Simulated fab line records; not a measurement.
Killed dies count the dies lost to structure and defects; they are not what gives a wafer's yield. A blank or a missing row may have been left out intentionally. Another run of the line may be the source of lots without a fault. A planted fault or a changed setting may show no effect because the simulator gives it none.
fab line records	flow n5Finfet	part 2 of 2: steps 14 to 25 of 25
record: lots: 5	wafers: 15	lastDay: 16
route steps=1938 shown MOL_CONTACT_COAG@576
lots untouched by any fault: they come from a run of this same line in which no faults occurred
startH: hours from the record's opening day to when the first of the lot's shown wafers began	waitH: hours from the lot's prior step to this one	" repeats the value in the row above	L1.1+2: a single row standing in for several wafers	- either no value or no given start	* or withheld: withheld	< > ~ a bound
route shown NAME@n: a module of which the file shows steps, and the number in the route of the first	usual: mean/standard deviation of fault-free wafers	same: alike in all rows	chamber/n: place in a boat	sites: the reading at each site	_std_site: how widely they spread, as a standard deviation	_edge_site: inner sites' mean taken away from outer sites' mean	radiusMm: for every site, how far away it sits from the centre of the wafer	mask NAME#n: copy n	behind: the last tool/chamber to shape the wafer	hold: why the lot went on hold/how many hours it stayed there/how the hold came to an end	device: whichever transistor did not switch (one of n, p or np)	end of line: the same wafers' tests at the end of the route	a step given without rows: its recipe and nothing more	killed: count of dies lost to structure and defects at first sort (not the wafer's yield)	map: dies across one wafer; x = killed, . = not, _ = none there
set.NAME: the setting that was run; set.NAME@STEP: the one run at that earlier step	model.NAME: the simulator's own value behind a step, which no gauge read
lots at selected steps of the route; one table per step, one row per wafer
services: a tool's chamber out of use, with start hour (startH, from the record's first day; less than 0 if before it), hours out, and reason
== steps ==
step: N5_MOL_CONTACT_COAG_STRIP_119
recipe: chemistry: N2/H2	timeS: 30	powerW: 1000	tempC: 250	pressureMtorr: withheld	n2FlowSccm: 1750	h2FlowSccm: 3250
usual: drypumpMotorCurrentA: 5.7/0.41	heaterPowerW: 327/24	tempC: 249.99/0.15
lot.wafer	tool	chamber	startH	waitH	drypumpMotorCurrentA	heaterPowerW	rfHoursCounterH	tempC
L076.2	plasmaAsher-02	0	114.84	0.1	5.3	308	100	250.33
L076.3	"	0	"	"	5.3	304	-	250.02
L076.5	"	1	"	"	5.5	353	-	250.21
L084.1	plasmaAsher-02	1	164.68	0.1	5.4	357	112	250.01
L084.2	"	0	"	"	5.3	302	112	249.90
L084.6	"	0	"	"	5.3	307	-	250.10
L086.3	plasmaAsher-01	1	177.18	0.1	6.1	342	-	250.17
L086.4	"	0	"	"	6.2	305	-	249.85
L086.6	"	0	"	"	6.2	307	-	249.95
L092.1	plasmaAsher-01	1	204.45	0.1	6.1	344	60	250.10
L092.3	"	1	"	"	6.1	340	-	249.93
L092.5	"	1	"	"	6.1	353	-	249.89
L093.1	plasmaAsher-02	0	210.87	0.1	5.3	303	122	249.92
L093.3	"	0	"	"	5.2	308	-	249.88
L093.4	"	1	"	"	5.4	354	-	250.38
step: N5_MOL_CONTACT_COAG_PRECLEAN_144
recipe: chemistry: alkalineClean	tempC: 60	timeS: 60	doPpb: 50
usual: tempC: 60.01/0.13
lot.wafer	tool	chamber	startH	waitH	tempC
L076.2	wetBench-03	1	114.93	0.1	60.06
L076.3	"	3	"	"	59.99
L076.5	"	0	"	"	59.85
L084.1	wetBench-02	3	164.77	0.1	59.95
L084.2	"	4	"	"	60.05
L084.6	"	2	"	"	59.87
L086.3	wetBench-02	4	177.25	0.0	59.76
L086.4	"	2	"	"	59.91
L086.6	"	0	"	"	59.71
L092.1	wetBench-02	2	204.54	0.1	60.03
L092.3	"	7	"	"	60.04
L092.5	"	6	"	"	60.13
L093.1	wetBench-02	5	210.96	0.1	59.94
L093.3	"	3	"	"	60.06
L093.4	"	0	"	"	60.26
step: N5_MOL_CONTACT_COAG_SRD_145
recipe: dry: ipaMarangoni	timeS: 30	tempC: 23	rinseLiquid: diw
usual: tempC: 22.99/0.11
lot.wafer	tool	chamber	startH	waitH	tempC
L076.2	wetBench-03	1	114.95	0.0	23.04
L076.3	"	3	"	"	23.02
L076.5	"	0	"	"	23.16
L084.1	wetBench-02	3	164.79	0.0	23.10
L084.2	"	4	"	"	23.01
L084.6	"	2	"	"	22.85
L086.3	wetBench-02	4	177.27	0.0	23.05
L086.4	"	2	"	"	23.09
L086.6	"	0	"	"	22.92
L092.1	wetBench-02	2	204.56	0.0	22.95
L092.3	"	7	"	"	23.09
L092.5	"	6	"	"	22.82
L093.1	wetBench-02	5	210.98	0.0	22.92
L093.3	"	3	"	"	22.98
L093.4	"	0	"	"	23.02
step: N5_MOL_CONTACT_COAG_CD_MEAS_137
recipe: targetCdNm: 16
usual: cdNm: 16.0/0.37
lot.wafer	tool	chamber	startH	waitH	cdNm
L076.2	cdSem-03	-	114.99	0.0	16.0
L076.3	"	-	"	"	15.7
L076.5	"	-	"	"	15.7
L084.1	cdSem-01	-	164.83	0.0	16.2
L084.2	"	-	"	"	16.2
L084.6	"	-	"	"	16.9
L086.3	cdSem-01	-	177.31	0.0	16.1
L086.4	"	-	"	"	16.3
L086.6	"	-	"	"	15.8
L092.1	cdSem-01	-	204.60	0.0	16.1
L092.3	"	-	"	"	16.0
L092.5	"	-	"	"	16.2
L093.1	cdSem-03	-	211.02	0.0	15.8
L093.3	"	-	"	"	16.5
L093.4	"	-	"	"	16.4
step: N5_MOL_CONTACT_COAG_COAT_62
recipe: resist: SOC	tempC: 250	timeS: 60	spinRpm: 1500	resistThkNm: 60
usual: spinSpeedRpm: 1499.8/0.98
lot.wafer	tool	chamber	startH	waitH	spinSpeedRpm
L076.2	lithoTrack-03	0	115.03	0.0	1500.8
L076.3	"	0	"	"	1499.8
L076.5	"	0	"	"	1500.6
L084.1	lithoTrack-01	0	164.87	0.0	1498.7
L084.2	"	0	"	"	1499.3
L084.6	"	0	"	"	1499.7
L086.3	lithoTrack-04	0	177.34	0.0	1500.3
L086.4	"	0	"	"	1499.9
L086.6	"	0	"	"	1499.4
L092.1	lithoTrack-04	0	204.63	0.0	1498.3
L092.3	"	0	"	"	1500.7
L092.5	"	0	"	"	1498.8
L093.1	lithoTrack-01	0	211.06	0.0	1498.0
L093.3	"	0	"	"	1499.3
L093.4	"	0	"	"	1499.6
step: N5_MOL_CONTACT_COAG_COAT_63
recipe: resist: SiARC	tempC: 220	timeS: 60	spinRpm: 1500	resistThkNm: 10
usual: spinSpeedRpm: 1499.8/1.1
lot.wafer	tool	chamber	startH	waitH	spinSpeedRpm
L076.2	lithoTrack-03	0	-	-	1500.1
L076.3	"	0	"	"	1499.8
L076.5	"	0	"	"	1499.2
L084.1	lithoTrack-01	0	-	-	1498.4
L084.2	"	0	"	"	1500.5
L084.6	"	0	"	"	1499.5
L086.3	lithoTrack-04	0	-	-	1499.0
L086.4	"	0	"	"	1499.4
L086.6	"	0	"	"	1499.0
L092.1	lithoTrack-04	0	-	-	1500.0
L092.3	"	0	"	"	1498.7
L092.5	"	0	"	"	1500.1
L093.1	lithoTrack-01	0	-	-	1497.4
L093.3	"	0	"	"	1498.2
L093.4	"	0	"	"	1497.7
step: N5_MOL_CONTACT_COAG_COAT_64
recipe: resist: underlayer	tempC: 205	timeS: 60	spinRpm: 1500	resistThkNm: 10
usual: spinSpeedRpm: 1500.0/1
lot.wafer	tool	chamber	startH	waitH	spinSpeedRpm
L076.2	lithoTrack-03	0	-	-	1499.2
L076.3	"	0	"	"	1501.3
L076.5	"	0	"	"	1499.7
L084.1	lithoTrack-01	0	-	-	1500.7
L084.2	"	0	"	"	1499.8
L084.6	"	0	"	"	1498.7
L086.3	lithoTrack-04	0	-	-	1500.8
L086.4	"	0	"	"	1500.7
L086.6	"	0	"	"	1500.9
L092.1	lithoTrack-04	0	-	-	1500.0
L092.3	"	0	"	"	1499.4
L092.5	"	0	"	"	1497.7
L093.1	lithoTrack-01	0	-	-	1499.7
L093.3	"	0	"	"	1499.3
L093.4	"	0	"	"	1499.3
step: N5_MOL_CONTACT_COAG_COAT_34
recipe: resist: CAR-EUV	spinRpm: 1500	resistThkNm: 40
usual: spinSpeedRpm: 1500.1/0.96
lot.wafer	tool	chamber	startH	waitH	spinSpeedRpm
L076.2	lithoTrack-03	0	-	-	1501.5
L076.3	"	0	"	"	1499.9
L076.5	"	0	"	"	1499.1
L084.1	lithoTrack-01	0	-	-	1498.9
L084.2	"	0	"	"	1501.4
L084.6	"	0	"	"	1500.4
L086.3	lithoTrack-04	0	-	-	1499.7
L086.4	"	0	"	"	1499.8
L086.6	"	0	"	"	1499.2
L092.1	lithoTrack-04	0	-	-	1498.3
L092.3	"	0	"	"	1499.3
L092.5	"	0	"	"	1499.8
L093.1	lithoTrack-01	0	-	-	1500.4
L093.3	"	0	"	"	1499.7
L093.4	"	0	"	"	1500.5
step: N5_MOL_CONTACT_COAG_EBR_36
recipe: solvent: PGMEA	ebrWidthMm: 1.5
lot.wafer	tool	chamber	startH	waitH
L076.2+3+5	lithoTrack-03	0	-	-
L084.1+2+6	lithoTrack-01	0	-	-
L086.3+4+6	lithoTrack-04	0	-	-
L092.1+3+5	lithoTrack-04	0	-	-
L093.1+3+4	lithoTrack-01	0	-	-
step: N5_MOL_CONTACT_COAG_SOFTBAKE_35
recipe: tempC: 110	timeS: 60	resist: CAR-EUV
lot.wafer	tool	chamber	startH	waitH
L076.2+3+5	lithoTrack-03	0	-	-
L084.1+2+6	lithoTrack-01	0	-	-
L086.3+4+6	lithoTrack-04	0	-	-
L092.1+3+5	lithoTrack-04	0	-	-
L093.1+3+4	lithoTrack-01	0	-	-
step: N5_MOL_CONTACT_COAG_EXPOSE_37
recipe: maskId: VD	na: 0.33	sourceShape: annular	sigmaInner: 0.3	sigmaOuter: 0.7	polarization: unpolarized	defocusNm: 0	doseMj: 62
usual: exposureDoseMJCm2: 61.97/0.068	stageMsdNm: 0.94/0.03
lot.wafer	tool	chamber	startH	waitH	mask	exposureDoseMJCm2	stageMsdNm
L076.2	euvScanner-01	0	115.30	-	VD#0	61.86	0.96
L076.3	"	0	"	"	VD#0	61.87	0.96
L076.5	"	0	"	"	VD#0	61.93	0.96
L084.1	euvScanner-01	0	165.13	-	VD#0	61.98	0.97
L084.2	"	0	"	"	VD#0	61.94	0.97
L084.6	"	0	"	"	VD#0	61.90	0.97
L086.3	euvScanner-01	0	177.50	-	VD#0	61.84	0.97
L086.4	"	0	"	"	VD#0	61.91	0.97
L086.6	"	0	"	"	VD#0	61.98	0.97
L092.1	euvScanner-01	0	204.89	-	VD#0	61.99	0.97
L092.3	"	0	"	"	VD#0	61.99	0.97
L092.5	"	0	"	"	VD#0	62.02	0.97
L093.1	euvScanner-02	0	211.32	-	VD#0	61.95	0.90
L093.3	"	0	"	"	VD#0	62.03	0.90
L093.4	"	0	"	"	VD#0	61.99	0.90
step: N5_MOL_CONTACT_COAG_PEB_38
recipe: pebTempC: 100	pebTimeS: 60	resist: CAR-EUV
lot.wafer	tool	chamber	startH	waitH
L076.2+3+5	lithoTrack-03	0	115.37	0.1
L084.1+2+6	lithoTrack-04	0	165.21	0.1
L086.3+4+6	lithoTrack-01	0	177.56	0.1
L092.1+3+5	lithoTrack-01	0	204.97	0.1
L093.1+3+4	lithoTrack-01	0	211.40	0.1
== services ==
tool	chamber	startH	hours	kind
rieDiel-03	2	91.31	7.1	repair
rieDiel-03	2	98.71	-	clean
rieDiel-03	2	98.71	-	consumableReplace:focusRing
rieDiel-03	-	111.30	2.4	repair
plasmaAsher-01	-	119.53	9.3	repair
aldSin-01	2	126.17	3.7	repair
rieDiel-06	1	132.23	6.0	repair
euvScanner-02	-	133.43	1.0	pm
rieDiel-06	0	133.63	5.5	repair
euvScanner-01	-	137.38	4.6	pm
rieDiel-06	-	139.31	0.5	repair
aldSin-02	-	139.72	0.6	repair
rieDiel-06	3	155.87	5.8	repair
rieDiel-01	0	167.59	-	clean
rieDiel-01	0	167.59	-	consumableReplace:focusRing
rieDiel-01	0	167.59	20.5	scheduledDown
rieDiel-01	0	167.59	20.5	ventCycle
aldSin-02	-	177.33	14.0	pm
euvScanner-02	-	189.58	1.0	pm
euvScanner-01	-	193.90	1.0	pm
rieDiel-01	2	210.24	-	clean
rieDiel-01	2	210.24	-	consumableReplace:focusRing
rieDiel-01	2	210.24	15.4	scheduledDown
rieDiel-01	2	210.24	15.4	ventCycle
